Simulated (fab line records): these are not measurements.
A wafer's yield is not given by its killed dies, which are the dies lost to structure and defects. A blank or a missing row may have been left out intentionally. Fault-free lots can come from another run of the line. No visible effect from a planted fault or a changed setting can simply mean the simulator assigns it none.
Chamber matching | flow n5 finfet | N5_BEOL_M11_ALD_74 on ald metal-03: 4 sister chambers
The step deposits TaN, target thk 2 nm, pulse time 2 s, purge time 3 s. 4 wafers are shown with their chamber, then 7 later ones without.

## WAFERS, EACH WITH ITS CHAMBER
wafer  | chamber | heater power w (W)
L110.2 | 1       | 334
L111.4 | 0       | 375
L111.6 | 3       | 429
L112.2 | 2       | 420

## WAFERS WHOSE CHAMBER IS MISSING
wafer  | heater power w (W)
L112.6 | 440
L117.3 | 368
L114.2 | 428
L114.6 | 425
L109.1 | 430
L109.3 | 377
L109.6 | 369

## EACH ONE'S CHAMBER
wafer  | from the rows above     | in truth
L112.6 | can't be placed: 3 or 2 | 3
L117.3 | 0                       | 0
L114.2 | can't be placed: 3 or 2 | 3
L114.6 | can't be placed: 3 or 2 | 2
L109.1 | can't be placed: 3 or 2 | 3
L109.3 | 0                       | 0
L109.6 | 0                       | 0
Placed correctly: 3 of 7. Not placeable from these rows: 4 (in 4, the candidates include the true chamber). Wrongly placed: 0.
How it was worked out, from the rows above alone: a wafer's distance from a chamber is the root of the sum, over the readings, of the square of ((its reading less the chamber's mean) divided by the reading's scatter). The wafer belongs to the nearest chamber; if the next one is less than 2 further off, it can't be placed. Each chamber's mean is taken over the wafers shown for it. The scatter: with one shown wafer a chamber, the root of the mean of the squares of how far each hidden wafer lies from its nearest shown one.
